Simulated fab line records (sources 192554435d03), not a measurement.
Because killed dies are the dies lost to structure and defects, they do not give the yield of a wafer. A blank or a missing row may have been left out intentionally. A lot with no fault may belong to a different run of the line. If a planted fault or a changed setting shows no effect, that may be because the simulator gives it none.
Matching of chambers ; flow n5 finfet ; 4 sister chambers for N5_BEOL_M8_ETCH_61 on rie diel-04
The step etches SiARC in CF4, target depth 45.5 nm, time 75.8 s. 14 wafers are shown with their chamber, then 7 later ones without.

## WAFERS, EACH WITH ITS CHAMBER
wafer;chamber;showerhead plenum p Torr (Torr);drypump motor current A (A);throttle valve pct (%)
L074.1;0;2.07;5.0;15.62
L074.3;2;2.11;6.8;16.10
L074.5;3;2.13;5.8;15.61
L075.1;2;2.11;6.7;16.08
L075.4;3;2.13;5.8;15.60
L075.6;0;2.07;4.9;15.64
L080.1;3;2.13;5.8;15.62
L080.3;1;2.04;5.7;15.43
L080.4;0;2.07;4.9;15.65
L083.1;1;2.04;5.7;15.44
L083.2;0;2.06;4.9;15.67
L083.3;3;2.13;5.8;15.66
L085.3;0;2.06;4.9;15.69
L085.5;0;2.06;5.0;15.68

SIGNATURES (means of the wafers above)
reading;chamber 0;chamber 1;chamber 2;chamber 3;scatter within a chamber
showerhead plenum p Torr;2.0650;2.0400;2.1100;2.1300;0.00387
drypump motor current A;4.933;5.700;6.750;5.800;0.0428
throttle valve pct;15.6583;15.4350;16.0900;15.6225;0.0241
Rule: a wafer's distance from a chamber is the root of the sum, over the readings, of the square of ((its reading less the chamber's mean) divided by the reading's scatter). If the next closest chamber is less than 2 further off than the closest, the wafer can't be placed; otherwise it belongs to the closest. The scatter is the square root of a quotient: the sum, over the shown wafers, of each reading's squared deviation from its chamber's mean, divided by wafers minus chambers.

## WAFERS WITHOUT THEIR CHAMBER
wafer;showerhead plenum p Torr (Torr);drypump motor current A (A);throttle valve pct (%)
L085.6;2.12;5.8;15.67
L093.1;2.05;5.0;15.72
L093.3;2.10;6.8;15.64
L093.5;2.10;6.8;15.64
L097.1;2.05;4.9;15.73
L097.3;2.12;5.8;15.22
L097.4;2.03;5.7;15.51

## EACH ONE'S CHAMBER
wafer;from the rows above;in truth
L085.6;3;3
L093.1;0;0
L093.3;2;2
L093.5;2;2
L097.1;0;0
L097.3;3;3
L097.4;1;1
Correctly placed: 7 of 7. Number that these rows cannot place: 0. Placed wrongly: 0.
